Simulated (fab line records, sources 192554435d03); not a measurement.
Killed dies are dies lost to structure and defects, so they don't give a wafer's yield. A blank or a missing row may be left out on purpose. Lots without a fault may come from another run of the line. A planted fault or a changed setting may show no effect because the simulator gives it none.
Which tool did it? | flow n5_finfet | 11 lots, 29 wafers sampled, at 5 steps of a route of 1938

WHAT THE GAUGES READ, wafer by wafer
N5_BEOL_M4_RC_MEAS_101.
lot  | measured     | on        | DIBL_N (mV/V)
L858 | day 8 23:31  | prober-01 | 35.7 37.6
L859 | day 8 13:13  | prober-02 | 33.3 36.9 33.6
L860 | day 9 03:50  | prober-01 | 37.2 39.2 38.7
L864 | day 10 17:14 | prober-02 | 38.9 35.9 36.7
L866 | day 10 22:55 | prober-02 | 34.5 36.6 36.0
L868 | day 11 16:26 | prober-02 | 38.8 33.9 38.7
L871 | day 12 21:02 | prober-02 | 38.7 37.1 38.4
L873 | day 13 11:09 | prober-02 | 35.3 34.1
L875 | day 13 20:16 | prober-02 | 34.5 34.3
L876 | day 14 06:56 | prober-02 | 35.6 33.9
L878 | day 14 13:26 | prober-01 | 39.8 36.3 37.8

WHICH TOOL RAN EACH LOT (tool, then ch and the chambers of the sampled wafers, then the start)
lot  | N5_SDB_STRIP_21                   | N5_SDB_CUT_ETCH_26              | N5_SDB_CMP_30                | N5_HKMG_FIN_COAT_41
L858 | rie_diel-04 ch 1,3, day 4 08:21   | rie_si-01 ch 0,2, day 4 09:05   | cmp-01 ch 1,3, day 4 12:03   | litho_track-05 ch 0, day 4 13:29
L859 | rie_diel-04 ch 0,1,3, day 4 12:44 | rie_si-03 ch 0,1,3, day 4 13:08 | cmp-01 ch 0,3, day 4 16:03   | litho_track-05 ch 0, day 4 17:35
L860 | rie_diel-06 ch 0,2,3, day 4 17:25 | rie_si-06 ch 1,2,3, day 4 17:50 | cmp-03 ch 1,2,3, day 4 20:59 | litho_track-05 ch 0, day 4 22:31
L864 | rie_diel-05 ch 1,2, day 5 21:52   | rie_si-01 ch 0,1,3, day 5 22:16 | cmp-01 ch 0,1,2, day 6 01:11 | litho_track-03 ch 0, day 6 02:55
L866 | rie_diel-06 ch 0,1,2, day 6 07:00 | rie_si-01 ch 0,3, day 6 07:51   | cmp-02 ch 2,3, day 6 10:46   | litho_track-05 ch 0, day 6 12:16
L868 | rie_diel-04 ch 0,1,2, day 6 20:00 | rie_si-03 ch 0,3, day 6 20:25   | cmp-02 ch 0,2,3, day 6 23:25 | litho_track-05 ch 0, day 7 00:57
L871 | rie_diel-06 ch 0,3, day 7 14:19   | rie_si-03 ch 2,3, day 7 15:00   | cmp-02 ch 1,2,3, day 7 18:33 | litho_track-02 ch 0, day 7 20:04
L873 | rie_diel-04 ch 0,3, day 8 00:07   | rie_si-06 ch 0,1, day 8 00:38   | cmp-01 ch 2,3, day 8 03:32   | litho_track-03 ch 0, day 8 05:02
L875 | rie_diel-04 ch 0,1, day 8 13:42   | rie_si-06 ch 1,3, day 8 14:50   | cmp-01 ch 0,1, day 8 18:23   | litho_track-02 ch 0, day 8 19:58
L876 | rie_diel-06 ch 2,3, day 8 16:31   | rie_si-06 ch 0,1, day 8 17:20   | cmp-02 ch 1, day 8 20:17     | litho_track-02 ch 0, day 8 21:47
L878 | rie_diel-06 ch 0,1,2, day 9 10:50 | rie_si-01 ch 2,3, day 9 11:16   | cmp-01 ch 0,2,3, day 9 14:16 | litho_track-02 ch 0, day 9 15:41
- N5_SDB_STRIP_21: strips in CF4.
- N5_SDB_CUT_ETCH_26: etches Si in HBr/Cl2/O2, target depth 129.6 nm, bt time 20 s, time 51.8 s.
- N5_SDB_CMP_30: polishes, stops on poly-Si, t overpolish 1.54 s, target thk 30 nm.
- N5_HKMG_FIN_COAT_41: time 60 s, resist thk 300 nm.

THE ANSWER, worked out from the rows above alone
Rule: what is usual is taken from the lots themselves. Put in order of their means at a reading, lots are off if they are a third of the lots or fewer, leave a main group of 4 or more, and stand apart from it by a gap of 3 or more times the standard deviation of the main group's means; of several such gaps the widest counts. A main group whose means are all the same, to the digits that the tables above print for the reading, isn't used. A lot without any number at a reading at which 4 lots or more have one is off too. The other lots that the step has rows for count as sound.
No lot is off at any reading shown: from this, nothing can be told.

WHAT THE SIMULATOR HAD PUT IN
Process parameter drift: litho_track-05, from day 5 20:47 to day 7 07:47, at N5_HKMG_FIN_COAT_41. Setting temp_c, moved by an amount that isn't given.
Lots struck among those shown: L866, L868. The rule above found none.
